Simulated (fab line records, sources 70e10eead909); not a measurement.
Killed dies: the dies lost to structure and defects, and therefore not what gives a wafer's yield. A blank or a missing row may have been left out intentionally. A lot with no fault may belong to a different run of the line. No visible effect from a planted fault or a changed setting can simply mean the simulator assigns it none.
Which tool did it?	flow nandHarc	69 wafers from 23 lots sampled at 6 of the route's 1159 steps

## WHAT THE GAUGES READ, wafer by wafer
The record lacks any reading of a measuring or inspecting step that a usual standard deviation could be used to judge.

## TOOL THAT RAN EACH LOT (tool first, then ch and the chambers of the sampled wafers, then the start)
lot	NHARC_A_CONTACT_ETCH_131	NHARC_A_CONTACT_ETCH_133	NHARC_A_CONTACT_ETCH_91	NHARC_A_CONTACT_DESCUM_13	NHARC_A_CONTACT_ALD_18	NHARC_A_CONTACT_CVD_19
L074	harCapEtch-02 ch 0,1, day 17 04:50	harCapEtch-02 ch 0,1, day 17 05:13	rieDiel-12 ch 0,1,2, day 17 05:53	rieDiel-12 ch 0,1,2, day 17 09:12	aldMetal-02 ch 0,1,2, day 17 12:45	cvdW-02 ch 0,1, no start
L075	harCapEtch-02 ch 0,1, day 17 09:38	harCapEtch-02 ch 0,1, day 17 10:05	rieDiel-02 ch 1,2,3, day 17 10:53	rieDiel-02 ch 1,2,3, day 17 14:24	aldMetal-03 ch 0,2,3, day 17 17:44	cvdW-02 ch 0,1, no start
L076	harCapEtch-01 ch 0,1, day 17 16:30	harCapEtch-01 ch 0,1, day 17 16:49	rieDiel-12 ch 0,1, day 17 17:20	rieDiel-02 ch 1,2, day 17 20:49	aldMetal-03 ch 0,1,3, day 18 00:19	cvdW-01 ch 0,1, no start
L078	harCapEtch-02 ch 0,1, day 17 18:50	harCapEtch-02 ch 0,1, day 17 19:07	rieDiel-12 ch 0,2,3, day 17 19:41	rieDiel-01 ch 0,1,2, day 17 23:59	aldMetal-02 ch 0,1,2, day 18 03:30	cvdW-02 ch 0,1, no start
L079	harCapEtch-03 ch 0, day 18 08:21	harCapEtch-03 ch 0, day 18 08:38	rieDiel-12 ch 1,3, day 18 09:12	rieDiel-02 ch 2,3, day 18 12:49	aldMetal-04 ch 0,2, day 18 17:42	cvdW-02 ch 1, no start
L081	harCapEtch-01 ch 0, day 18 10:59	harCapEtch-01 ch 0, day 18 11:16	rieDiel-01 ch 0,1,2, day 18 11:52	rieDiel-02 ch 1,3, day 18 15:31	aldMetal-03 ch 0,3, day 18 19:50	cvdW-01 ch 0,1, no start
L082	harCapEtch-03 ch 0, day 18 13:49	harCapEtch-03 ch 0, day 18 14:07	rieDiel-01 ch 0,1,3, day 18 14:40	rieDiel-12 ch 2,3, day 18 18:48	aldMetal-02 ch 1,2,3, day 18 22:26	cvdW-02 ch 0,1, no start
L080	harCapEtch-01 ch 0,1, day 18 16:17	harCapEtch-01 ch 0,1, day 18 16:35	rieDiel-12 ch 1,2, day 18 17:09	rieDiel-02 ch 0,1,3, day 18 21:05	aldMetal-03 ch 0,2, day 19 00:40	cvdW-02 ch 0,1, no start
L084	harCapEtch-01 ch 0,1, day 19 02:43	harCapEtch-01 ch 0,1, day 19 03:00	rieDiel-02 ch 0,1,2, day 19 03:34	rieDiel-01 ch 1,2,3, day 19 08:55	aldMetal-02 ch 0,2,3, day 19 12:44	cvdW-01 ch 0,1, no start
L083	harCapEtch-03 ch 0,1, day 19 03:38	harCapEtch-03 ch 0,1, day 19 03:55	rieDiel-01 ch 0,2,3, day 19 04:31	rieDiel-02 ch 0,1,2, day 19 09:22	aldMetal-03 ch 0,3, day 19 13:14	cvdW-01 ch 0,1, no start
L086	harCapEtch-02 ch 0,1, day 19 17:25	harCapEtch-02 ch 0,1, day 19 17:42	rieDiel-12 ch 0,1, day 19 18:16	rieDiel-12 ch 1,2, day 20 00:11	aldMetal-04 ch 0,3, day 20 04:13	cvdW-01 ch 0,1, no start
L085	harCapEtch-03 ch 0, day 19 17:48	harCapEtch-03 ch 0, day 19 18:05	rieDiel-02 ch 0,2, day 19 18:38	rieDiel-01 ch 0,1, day 20 01:42	aldMetal-02 ch 0,1, day 20 05:20	cvdW-01 ch 1, no start
L088	harCapEtch-01 ch 0,1, day 19 21:40	harCapEtch-01 ch 0,1, day 19 21:56	rieDiel-01 ch 0,1,2, day 19 22:31	rieDiel-02 ch 0,2,3, day 20 02:49	aldMetal-04 ch 0,1,2, day 20 06:32	cvdW-02 ch 0,1, no start
L087	harCapEtch-01 ch 0,1, day 20 03:03	harCapEtch-01 ch 0,1, day 20 03:20	rieDiel-01 ch 0,1,2, day 20 03:54	rieDiel-12 ch 0,1,2, day 20 07:32	aldMetal-02 ch 0,1,2, day 20 11:12	cvdW-01 ch 0,1, no start
L089	harCapEtch-01 ch 0,1, day 20 09:08	harCapEtch-01 ch 0,1, day 20 09:27	rieDiel-02 ch 1,2, day 20 09:59	rieDiel-02 ch 0,1,3, day 20 15:47	aldMetal-03 ch 0,3, day 20 19:01	cvdW-02 ch 0, no start
L094	harCapEtch-01 ch 0,1, day 21 00:34	harCapEtch-01 ch 0,1, day 21 00:57	rieDiel-01 ch 0,1,2, day 21 01:37	rieDiel-12 ch 1,2,3, day 21 07:48	aldMetal-04 ch 0,2,3, day 21 11:23	cvdW-02 ch 0,1, no start
L090	harCapEtch-02 ch 0,1, day 21 03:06	harCapEtch-02 ch 0,1, day 21 03:26	rieDiel-12 ch 0,1, day 21 03:54	rieDiel-01 ch 0,1, day 21 10:52	aldMetal-03 ch 2,3, day 21 14:30	cvdW-01 ch 0,1, no start
L095	harCapEtch-02 ch 0,1, day 21 06:54	harCapEtch-02 ch 0,1, day 21 07:11	rieDiel-02 ch 1,2, day 21 07:45	rieDiel-02 ch 0,1,3, day 21 12:11	aldMetal-04 ch 1,3, day 21 15:36	cvdW-02 ch 0, no start
L092	harCapEtch-03 ch 0,1, day 21 08:46	harCapEtch-03 ch 0,1, day 21 09:06	rieDiel-12 ch 0,1,2, day 21 09:37	rieDiel-12 ch 1,2, day 21 15:31	aldMetal-02 ch 1,2,3, day 21 19:02	cvdW-01 ch 0,1, no start
L091	harCapEtch-02 ch 0,1, day 21 14:47	harCapEtch-02 ch 0,1, day 21 15:08	rieDiel-02 ch 1,2, day 21 15:35	rieDiel-02 ch 0,3, day 21 20:35	aldMetal-02 ch 0,2,3, day 22 00:12	cvdW-02 ch 0,1, no start
L093	harCapEtch-03 ch 0,1, day 21 15:29	harCapEtch-03 ch 0,1, day 21 15:54	rieDiel-12 ch 0,1, day 21 16:30	rieDiel-12 ch 0,1,3, day 21 22:46	aldMetal-04 ch 1,2, day 22 02:14	cvdW-01 ch 0,1, no start
L096	harCapEtch-02 ch 0,1, day 21 20:14	harCapEtch-02 ch 0,1, day 21 20:31	rieDiel-12 ch 0,1,3, day 21 21:05	rieDiel-02 ch 0,2,3, day 22 00:27	aldMetal-02 ch 1,2,3, day 22 03:45	cvdW-02 ch 0,1, no start
L097	harCapEtch-01 ch 0,1, day 23 05:45	harCapEtch-01 ch 0,1, day 23 06:09	rieDiel-02 ch 0,1,3, day 23 06:46	rieDiel-01 ch 1,2,3, day 23 12:25	aldMetal-03 ch 0,2, day 23 15:49	cvdW-02 ch 0,1, no start
- NHARC_A_CONTACT_ETCH_131: etches the open film in C4F8/O2/Ar, time 155 s, target depth 956 nm.
- NHARC_A_CONTACT_ETCH_133: etches the open film in C4F8/O2/Ar, time 195 s, target depth 840 nm.
- NHARC_A_CONTACT_ETCH_91: etches the open film in CH3F/O2, target depth 40 nm, time 85.7 s.
- NHARC_A_CONTACT_DESCUM_13: chemistry O2, time 3 s.
- NHARC_A_CONTACT_ALD_18: deposits TiN, target thk 3 nm, pulse time 1 s, ald cycles 150.
- NHARC_A_CONTACT_CVD_19: deposits W, target thk 300 nm, time 802 s.

## AS READ BY THE TOOLS THEMSELVES (means over the sampled wafers that have a number; for cases with no such wafer, the mark the record gives instead)
NHARC_A_CONTACT_ETCH_131. Usual: chamberPressureMTorr reads 20.000 mTorr (standard deviation 0.019).
lot	tool	chamberPressureMTorr (mTorr)	flag
L074	harCapEtch-02	19.992	
L075	harCapEtch-02	20.001	
L076	harCapEtch-01	19.995	
L078	harCapEtch-02	19.998	
L079	harCapEtch-03	19.989	
L081	harCapEtch-01	19.999	
L082	harCapEtch-03	19.993	
L080	harCapEtch-01	19.994	
L084	harCapEtch-01	19.978	
L083	harCapEtch-03	20.012	
L086	harCapEtch-02	19.997	
L085	harCapEtch-03	19.990	
L088	harCapEtch-01	20.010	
L087	harCapEtch-01	19.992	
L089	harCapEtch-01	20.011	
L094	harCapEtch-01	20.009	
L090	harCapEtch-02	19.989	
L095	harCapEtch-02	20.015	
L092	harCapEtch-03	19.983	
L091	harCapEtch-02	20.017	
L093	harCapEtch-03	20.017	
L096	harCapEtch-02	20.000	
L097	harCapEtch-01	20.007	

NHARC_A_CONTACT_ETCH_133. Usual: chamberPressureMTorr reads 20.000 mTorr (standard deviation 0.017).
lot	tool	chamberPressureMTorr (mTorr)	flag
L074	harCapEtch-02	20.006	
L075	harCapEtch-02	19.995	
L076	harCapEtch-01	19.997	
L078	harCapEtch-02	20.006	
L079	harCapEtch-03	19.993	
L081	harCapEtch-01	20.003	
L082	harCapEtch-03	19.995	
L080	harCapEtch-01	19.990	
L084	harCapEtch-01	20.005	
L083	harCapEtch-03	20.000	
L086	harCapEtch-02	20.000	
L085	harCapEtch-03	19.990	
L088	harCapEtch-01	20.006	
L087	harCapEtch-01	19.997	
L089	harCapEtch-01	20.004	
L094	harCapEtch-01	20.000	
L090	harCapEtch-02	19.992	
L095	harCapEtch-02	20.009	
L092	harCapEtch-03	20.004	
L091	harCapEtch-02	19.982	
L093	harCapEtch-03	19.990	
L096	harCapEtch-02	19.985	
L097	harCapEtch-01	20.007	

NHARC_A_CONTACT_ETCH_91. Usual: chamberPressureMTorr 24.995 mTorr, standard deviation 0.024; drypumpMotorCurrentA 5.93 A, standard deviation 0.23; oesProductAu 0.95 a.u., standard deviation 0.037; rfVppV 244.0 V, standard deviation 1.7; showerheadPlenumPTorr 2.43 Torr, standard deviation 0.11; throttleValvePct 20.664 %, standard deviation 0.0087.
lot	tool	chamberPressureMTorr (mTorr)	drypumpMotorCurrentA (A)	oesProductAu (a.u.)	rfVppV (V)	showerheadPlenumPTorr (Torr)	throttleValvePct (%)	flag
L074	rieDiel-12	24.983	5.82	1.00	243.7	2.39	20.659	
L075	rieDiel-02	25.003	6.10	1.01	244.2	2.45	20.661	
L076	rieDiel-12	24.995	6.02	0.93	243.0	2.40	20.670	
L078	rieDiel-12	25.016	5.97	0.93	244.7	2.47	20.661	
L079	rieDiel-12	24.988	6.08	0.98	245.1	2.47	20.666	
L081	rieDiel-01	24.977	5.83	1.00	242.9	2.38	20.652	
L082	rieDiel-01	24.989	5.81	0.93	244.8	2.48	20.670	
L080	rieDiel-12	24.996	5.71	0.91	242.6	2.34	20.667	
L084	rieDiel-02	24.998	6.09	0.94	245.2	2.46	20.668	
L083	rieDiel-01	24.998	5.68	0.93	243.9	2.39	20.669	
L086	rieDiel-12	24.981	5.90	1.00	242.8	2.35	20.665	
L085	rieDiel-02	24.969	6.02	1.00	244.2	2.40	20.661	
L088	rieDiel-01	24.998	5.84	1.00	243.9	2.37	20.665	
L087	rieDiel-01	24.991	5.83	0.93	243.2	2.37	20.665	
L089	rieDiel-02	25.012	6.10	0.94	243.5	2.44	20.668	
L094	rieDiel-01	24.993	5.84	0.92	243.3	2.37	20.663	
L090	rieDiel-12	25.011	5.89	0.92	243.3	2.34	20.663	
L095	rieDiel-02	25.014	6.11	0.93	243.9	2.44	20.658	
L092	rieDiel-12	24.990	5.84	0.92	243.1	2.38	20.667	
L091	rieDiel-02	24.990	6.11	1.00	244.4	2.44	20.670	
L093	rieDiel-12	25.012	5.90	0.92	243.0	2.34	20.675	
L096	rieDiel-12	25.003	6.03	0.92	243.8	2.42	20.663	
L097	rieDiel-02	25.017	6.07	0.92	243.6	2.45	20.657	

NHARC_A_CONTACT_DESCUM_13. Usual: chamberPressureMTorr 59.99 mTorr, standard deviation 0.049; drypumpMotorCurrentA 5.96 A, standard deviation 0.22; oesProductAu 1.000 a.u., standard deviation 0.0081; rfVppV 57.7 V, standard deviation 0.86; showerheadPlenumPTorr 1.90 Torr, standard deviation 0.087; throttleValvePct 11.311 %, standard deviation 0.0094.
lot	tool	chamberPressureMTorr (mTorr)	drypumpMotorCurrentA (A)	oesProductAu (a.u.)	rfVppV (V)	showerheadPlenumPTorr (Torr)	throttleValvePct (%)	flag
L074	rieDiel-12	59.99	5.83	0.990	57.7	1.86	11.314	
L075	rieDiel-02	59.97	6.12	1.006	57.5	1.90	11.308	
L076	rieDiel-02	59.99	6.15	1.006	57.7	1.96	11.312	
L078	rieDiel-01	59.98	5.85	0.998	57.6	1.85	11.312	
L079	rieDiel-02	59.98	6.03	1.000	57.3	1.85	11.323	
L081	rieDiel-02	59.98	6.06	1.002	57.2	1.90	11.317	
L082	rieDiel-12	59.98	5.77	0.989	57.4	1.92	11.301	
L080	rieDiel-02	60.02	6.08	0.992	58.0	1.91	11.320	
L084	rieDiel-01	59.99	5.79	0.999	58.3	1.93	11.311	
L083	rieDiel-02	59.96	6.10	1.002	58.3	1.92	11.312	
L086	rieDiel-12	59.96	5.73	1.005	56.7	1.81	11.309	
L085	rieDiel-01	60.01	5.84	1.003	57.3	1.84	11.309	
L088	rieDiel-02	60.00	6.01	1.000	58.1	1.85	11.318	
L087	rieDiel-12	59.98	5.82	0.991	58.2	1.85	11.314	
L089	rieDiel-02	59.99	6.08	1.000	57.5	1.91	11.310	
L094	rieDiel-12	60.02	5.86	0.992	57.5	1.88	11.321	
L090	rieDiel-01	59.95	5.83	0.999	57.6	1.84	11.316	
L095	rieDiel-02	60.02	6.09	1.001	57.7	1.91	11.307	
L092	rieDiel-12	59.94	5.72	1.002	57.2	1.81	11.317	
L091	rieDiel-02	59.98	6.00	0.998	58.3	1.87	11.317	
L093	rieDiel-12	60.00	6.04	1.001	57.8	1.89	11.310	
L096	rieDiel-02	60.00	6.03	0.996	57.5	1.85	11.316	
L097	rieDiel-01	60.01	5.75	1.004	58.3	2.02	11.311	

NHARC_A_CONTACT_ALD_18. Usual: heaterPowerW 1113 W, standard deviation 130; precursorPulseHeightRel 1.002, standard deviation 0.019.
lot	tool	heaterPowerW (W)	precursorPulseHeightRel	flag
L074	aldMetal-02	1106	0.988	
L075	aldMetal-03	1146	0.996	
L076	aldMetal-03	1175	1.019	
L078	aldMetal-02	1097	1.006	
L079	aldMetal-04	998	1.010	
L081	aldMetal-03	1077	1.019	
L082	aldMetal-02	1114	1.000	
L080	aldMetal-03	1046	1.018	
L084	aldMetal-02	1038	1.010	
L083	aldMetal-03	1082	1.019	
L086	aldMetal-04	1142	1.007	
L085	aldMetal-02	1101	1.018	
L088	aldMetal-04	993	1.002	
L087	aldMetal-02	1105	0.998	
L089	aldMetal-03	1090	0.995	
L094	aldMetal-04	1073	0.998	
L090	aldMetal-03	1308	1.007	
L095	aldMetal-04	1059	0.989	
L092	aldMetal-02	1117	1.014	
L091	aldMetal-02	1038	1.008	
L093	aldMetal-04	989	0.998	
L096	aldMetal-02	1110	1.001	
L097	aldMetal-03	1089	1.004	

NHARC_A_CONTACT_CVD_19. Usual: chamberPressureTorr 40.01 Torr, standard deviation 0.083; heaterPowerW 455 W, standard deviation 23; mfcWf6Sccm 40.01 sccm, standard deviation 0.12; throttleValvePct 7.8 %, standard deviation 0.31.
lot	tool	chamberPressureTorr (Torr)	heaterPowerW (W)	mfcWf6Sccm (sccm)	throttleValvePct (%)	flag
L074	cvdW-02	39.93	466	39.95	7.8	
L075	cvdW-02	40.08	459	40.13	7.6	
L076	cvdW-01	40.04	445	40.07	7.5	
L078	cvdW-02	39.91	444	40.03	8.0	
L079	cvdW-02	40.14	427	39.94	8.1	
L081	cvdW-01	40.01	440	40.06	7.8	
L082	cvdW-02	39.96	446	40.17	7.9	
L080	cvdW-02	39.97	444	40.03	7.9	
L084	cvdW-01	40.02	449	39.96	7.7	
L083	cvdW-01	40.09	444	40.06	7.7	
L086	cvdW-01	39.97	445	40.06	7.6	
L085	cvdW-01	39.97	445	39.88	7.6	
L088	cvdW-02	40.03	466	39.96	7.8	
L087	cvdW-01	40.05	450	39.86	7.7	
L089	cvdW-02	39.86	486	39.89	7.6	
L094	cvdW-02	39.96	456	39.91	8.1	
L090	cvdW-01	39.98	465	39.96	7.4	
L095	cvdW-02	40.01	489	39.96	7.5	
L092	cvdW-01	40.04	461	39.97	7.5	
L091	cvdW-02	40.01	475	40.12	7.8	
L093	cvdW-01	39.96	462	40.06	7.6	
L096	cvdW-02	40.00	459	39.83	7.8	
L097	cvdW-02	40.02	453	40.03	8.0	

## THE ANSWER, worked out from the rows above alone
Rule: lot off if the mean of its wafers having a number is beyond 3 standard deviations from the usual mean. A lot without any number at a reading at which 4 lots or more have one is off too. Any other lot the step has rows for is counted as sound. The gauges are gone through in route order, then the tools' own readings, and for those a lot's mean is taken as printed above. At the first step where some lot is off, the reading lying furthest off is the one used; lots without a number count as furthest.
Across all readings shown, no lot is off: no conclusion can be drawn from this.

## WHAT HAD BEEN PUT IN BY THE SIMULATOR
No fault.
